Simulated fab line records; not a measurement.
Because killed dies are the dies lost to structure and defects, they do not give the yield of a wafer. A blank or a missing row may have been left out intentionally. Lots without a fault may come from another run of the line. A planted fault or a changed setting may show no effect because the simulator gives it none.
Chamber matching ; flow nand_harc ; pecvd-01 running NHARC_P_M2_PRE_CLEAN_32: 3 sister chambers
The step time 12 s. 6 wafers are shown with their chamber, then 12 later ones without.

== WAFERS PAIRED WITH THEIR CHAMBERS ==
wafer;chamber;heater_power_w (W)
L086.4;0;754
L087.2;0;662
L087.4;1;776
L088.1;1;764
L088.3;2;564
L088.4;2;566

== WAFERS WITH NO CHAMBER GIVEN ==
wafer;heater_power_w (W)
L090.1;724
L090.2;569
L090.4;563
L091.1;619
L091.3;765
L091.5;598
L093.2;637
L093.3;748
L093.5;738
L097.2;733
L097.4;634
L097.5;609

== CHAMBER TAKEN BY EACH ==
wafer;from the rows above;in truth
L090.1;can't be placed: 0 or 1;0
L090.2;2;2
L090.4;2;2
L091.1;can't be placed: 2 or 0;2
L091.3;can't be placed: 1 or 0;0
L091.5;2;2
L093.2;can't be placed: 0 or 2 or 1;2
L093.3;can't be placed: 1 or 0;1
L093.5;can't be placed: 0 or 1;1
L097.2;can't be placed: 0 or 1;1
L097.4;can't be placed: 2 or 0 or 1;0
L097.5;can't be placed: 2 or 0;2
Correct placement for 3 of the 12. From these rows, 9 cannot be placed; in 9 the true chamber is one of the candidates. 0 placed wrongly.
How it was worked out, from the rows above alone: a wafer's distance from a chamber is the root of the sum, over the readings, of the square of ((its reading less the chamber's mean) divided by the reading's scatter). If the next closest chamber is less than 2 further off than the closest, the wafer can't be placed; otherwise it belongs to the closest. For every chamber, the mean is computed from those of its wafers that are shown. The scatter: take each reading less its chamber's mean, square it, sum over the shown wafers, divide by the number of wafers less the number of chambers, and take the root.
